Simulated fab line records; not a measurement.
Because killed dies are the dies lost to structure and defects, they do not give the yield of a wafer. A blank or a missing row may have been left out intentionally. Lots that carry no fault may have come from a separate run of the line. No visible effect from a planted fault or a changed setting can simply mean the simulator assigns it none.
Matching of chambers :: flow nand-harc :: NHARC_A_STAIRCASE_CMP_450 on cmp-03 has 4 sister chambers
The step polishes SiO2, target thk 200 nm. 20 wafers are shown with their chamber, then 10 later ones without.

## WAFERS, EACH WITH ITS CHAMBER
wafer: L075.1
chamber: 1
motor-current-A (A): 11.0
edge-zone-pressure-frac: 1.007

wafer: L075.3
chamber: 0
motor-current-A (A): 10.1
edge-zone-pressure-frac: 0.994

wafer: L075.4
chamber: 2
motor-current-A (A): 12.4
edge-zone-pressure-frac: 1.000

wafer: L076.1
chamber: 0
motor-current-A (A): 10.8
edge-zone-pressure-frac: 1.007

wafer: L076.4
chamber: 1
motor-current-A (A): 12.1
edge-zone-pressure-frac: 0.998

wafer: L076.6
chamber: 2
motor-current-A (A): 12.2
edge-zone-pressure-frac: 0.989

wafer: L078.3
chamber: 2
motor-current-A (A): 12.5
edge-zone-pressure-frac: 1.006

wafer: L078.4
chamber: 3
motor-current-A (A): 12.6
edge-zone-pressure-frac: 0.996

wafer: L078.6
chamber: 2
motor-current-A (A): 12.4
edge-zone-pressure-frac: 1.014

wafer: L079.1
chamber: 1
motor-current-A (A): 11.6
edge-zone-pressure-frac: 0.995

wafer: L079.4
chamber: 3
motor-current-A (A): 12.7
edge-zone-pressure-frac: 1.000

wafer: L079.5
chamber: 0
motor-current-A (A): 10.5
edge-zone-pressure-frac: 0.996

wafer: L077.3
chamber: 2
motor-current-A (A): 12.4
edge-zone-pressure-frac: 0.992

wafer: L077.5
chamber: 2
motor-current-A (A): 12.2
edge-zone-pressure-frac: 1.001

wafer: L077.6
chamber: 1
motor-current-A (A): 12.1
edge-zone-pressure-frac: 1.001

wafer: L085.4
chamber: 0
motor-current-A (A): 10.8
edge-zone-pressure-frac: 0.998

wafer: L085.5
chamber: 0
motor-current-A (A): 10.7
edge-zone-pressure-frac: 0.998

wafer: L085.6
chamber: 1
motor-current-A (A): 11.4
edge-zone-pressure-frac: 1.001

wafer: L089.3
chamber: 3
motor-current-A (A): 12.5
edge-zone-pressure-frac: 0.998

wafer: L089.4
chamber: 2
motor-current-A (A): 12.6
edge-zone-pressure-frac: 1.012

SIGNATURES (means of the wafers above)
reading: motor-current-A
chamber 0: 10.580
chamber 1: 11.640
chamber 2: 12.386
chamber 3: 12.600
scatter within a chamber: 0.295

reading: edge-zone-pressure-frac
chamber 0: 0.99860
chamber 1: 1.00040
chamber 2: 1.00200
chamber 3: 0.99800
scatter within a chamber: 0.00671
Rule: distance of a wafer from a chamber = root of the sum over the readings of ((wafer's reading minus chamber's mean) / reading's scatter) squared. If the next closest chamber is less than 2 further off than the closest, the wafer can't be placed; otherwise it belongs to the closest. The scatter: the root of (the sum of the squares of (reading less its chamber's mean) over the shown wafers, divided by (wafers less chambers)).

## WAFERS WHOSE CHAMBER IS MISSING
wafer: L089.5
motor-current-A (A): 12.2
edge-zone-pressure-frac: 1.001

wafer: L091.1
motor-current-A (A): 10.8
edge-zone-pressure-frac: 1.000

wafer: L091.4
motor-current-A (A): 12.5
edge-zone-pressure-frac: 0.999

wafer: L091.6
motor-current-A (A): 12.0
edge-zone-pressure-frac: 1.000

wafer: L094.4
motor-current-A (A): 10.5
edge-zone-pressure-frac: 0.997

wafer: L094.5
motor-current-A (A): 10.2
edge-zone-pressure-frac: 1.002

wafer: L094.6
motor-current-A (A): 11.3
edge-zone-pressure-frac: 0.997

wafer: L096.1
motor-current-A (A): 10.9
edge-zone-pressure-frac: 0.994

wafer: L096.4
motor-current-A (A): 12.4
edge-zone-pressure-frac: 0.996

wafer: L096.5
motor-current-A (A): 12.0
edge-zone-pressure-frac: 0.998

## THE CHAMBER EACH PASSED THROUGH
wafer: L089.5
from the rows above: can't be placed: 2 or 3 or 1
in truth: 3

wafer: L091.1
from the rows above: 0
in truth: 0

wafer: L091.4
from the rows above: can't be placed: 3 or 2
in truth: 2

wafer: L091.6
from the rows above: can't be placed: 1 or 2 or 3
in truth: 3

wafer: L094.4
from the rows above: 0
in truth: 0

wafer: L094.5
from the rows above: 0
in truth: 0

wafer: L094.6
from the rows above: can't be placed: 1 or 0
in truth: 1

wafer: L096.1
from the rows above: can't be placed: 0 or 1
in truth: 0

wafer: L096.4
from the rows above: can't be placed: 3 or 2 or 1
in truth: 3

wafer: L096.5
from the rows above: can't be placed: 1 or 2 or 3
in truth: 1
Correctly placed: 3 of 10. Not placeable from these rows: 7 (in 7, the candidates include the true chamber). Wrongly placed: 0.
